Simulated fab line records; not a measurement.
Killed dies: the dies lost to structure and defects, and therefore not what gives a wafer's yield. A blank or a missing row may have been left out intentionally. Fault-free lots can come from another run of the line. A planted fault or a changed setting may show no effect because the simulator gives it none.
Matching of chambers || flow nand harc || NHARC_HYBRID_BOND_ACTIVATE_00 on rie diel-05: 4 sister chambers
The step chemistry N2, time 60 s. 14 wafers are shown with their chamber, then 7 later ones without.

WAFERS, EACH WITH ITS CHAMBER
{"wafer": "L485.1", "chamber": 2, "showerhead plenum p Torr (Torr)": 1.89, "drypump motor current A (A)": 6.4, "rf vpp V (V)": 64.5}
{"wafer": "L485.3", "chamber": 0, "showerhead plenum p Torr (Torr)": 1.70, "drypump motor current A (A)": 5.0, "rf vpp V (V)": 62.9}
{"wafer": "L485.6", "chamber": 2, "showerhead plenum p Torr (Torr)": 1.89, "drypump motor current A (A)": 6.4, "rf vpp V (V)": 65.8}
{"wafer": "L486.2", "chamber": 3, "showerhead plenum p Torr (Torr)": 1.80, "drypump motor current A (A)": 5.0, "rf vpp V (V)": 64.3}
{"wafer": "L486.4", "chamber": 2, "showerhead plenum p Torr (Torr)": 1.89, "drypump motor current A (A)": 6.4, "rf vpp V (V)": 64.7}
{"wafer": "L486.5", "chamber": 1, "showerhead plenum p Torr (Torr)": 1.83, "drypump motor current A (A)": 5.5, "rf vpp V (V)": 64.7}
{"wafer": "L497.1", "chamber": 3, "showerhead plenum p Torr (Torr)": 1.80, "drypump motor current A (A)": 4.9, "rf vpp V (V)": 63.8}
{"wafer": "L497.4", "chamber": 0, "showerhead plenum p Torr (Torr)": 1.70, "drypump motor current A (A)": 5.0, "rf vpp V (V)": 63.0}
{"wafer": "L497.6", "chamber": 1, "showerhead plenum p Torr (Torr)": 1.83, "drypump motor current A (A)": 5.4, "rf vpp V (V)": 63.7}
{"wafer": "L494.2", "chamber": 2, "showerhead plenum p Torr (Torr)": 1.88, "drypump motor current A (A)": 6.4, "rf vpp V (V)": 64.0}
{"wafer": "L494.3", "chamber": 1, "showerhead plenum p Torr (Torr)": 1.83, "drypump motor current A (A)": 5.5, "rf vpp V (V)": 64.1}
{"wafer": "L494.6", "chamber": 1, "showerhead plenum p Torr (Torr)": 1.83, "drypump motor current A (A)": 5.5, "rf vpp V (V)": 63.9}
{"wafer": "L499.2", "chamber": 2, "showerhead plenum p Torr (Torr)": 1.88, "drypump motor current A (A)": 6.4, "rf vpp V (V)": 64.0}
{"wafer": "L499.3", "chamber": 1, "showerhead plenum p Torr (Torr)": 1.83, "drypump motor current A (A)": 5.4, "rf vpp V (V)": 65.2}

SIGNATURES (averages over the wafers above)
{"reading": "showerhead plenum p Torr", "chamber 0": 1.7000, "chamber 1": 1.8300, "chamber 2": 1.8860, "chamber 3": 1.8000, "scatter within a chamber": 0.00346}
{"reading": "drypump motor current A", "chamber 0": 5.000, "chamber 1": 5.460, "chamber 2": 6.400, "chamber 3": 4.950, "scatter within a chamber": 0.0412}
{"reading": "rf vpp V", "chamber 0": 62.950, "chamber 1": 64.320, "chamber 2": 64.600, "chamber 3": 64.050, "scatter within a chamber": 0.62}
Rule: for each reading, subtract the chamber's mean from the wafer's reading, divide by that reading's scatter and square the result; add these up over the readings and take the root, which gives the wafer's distance from the chamber. If the next closest chamber is less than 2 further off than the closest, the wafer can't be placed; otherwise it belongs to the closest. The scatter: take each reading less its chamber's mean, square it, sum over the shown wafers, divide by the number of wafers less the number of chambers, and take the root.

WAFERS WITH NO CHAMBER GIVEN
{"wafer": "L499.5", "showerhead plenum p Torr (Torr)": 1.80, "drypump motor current A (A)": 5.0, "rf vpp V (V)": 63.8}
{"wafer": "L505.3", "showerhead plenum p Torr (Torr)": 1.88, "drypump motor current A (A)": 6.4, "rf vpp V (V)": 63.0}
{"wafer": "L505.4", "showerhead plenum p Torr (Torr)": 1.70, "drypump motor current A (A)": 5.0, "rf vpp V (V)": 62.3}
{"wafer": "L505.6", "showerhead plenum p Torr (Torr)": 1.88, "drypump motor current A (A)": 6.4, "rf vpp V (V)": 64.1}
{"wafer": "L506.1", "showerhead plenum p Torr (Torr)": 1.70, "drypump motor current A (A)": 5.0, "rf vpp V (V)": 64.0}
{"wafer": "L506.3", "showerhead plenum p Torr (Torr)": 1.88, "drypump motor current A (A)": 6.3, "rf vpp V (V)": 63.3}
{"wafer": "L506.6", "showerhead plenum p Torr (Torr)": 1.70, "drypump motor current A (A)": 5.0, "rf vpp V (V)": 64.0}

EACH ONE'S CHAMBER
{"wafer": "L499.5", "from the rows above": 3, "in truth": 3}
{"wafer": "L505.3", "from the rows above": 2, "in truth": 2}
{"wafer": "L505.4", "from the rows above": 0, "in truth": 0}
{"wafer": "L505.6", "from the rows above": 2, "in truth": 2}
{"wafer": "L506.1", "from the rows above": 0, "in truth": 0}
{"wafer": "L506.3", "from the rows above": 2, "in truth": 2}
{"wafer": "L506.6", "from the rows above": 0, "in truth": 0}
Placed correctly: 7 of 7. Number that these rows cannot place: 0. Wrongly placed: 0.
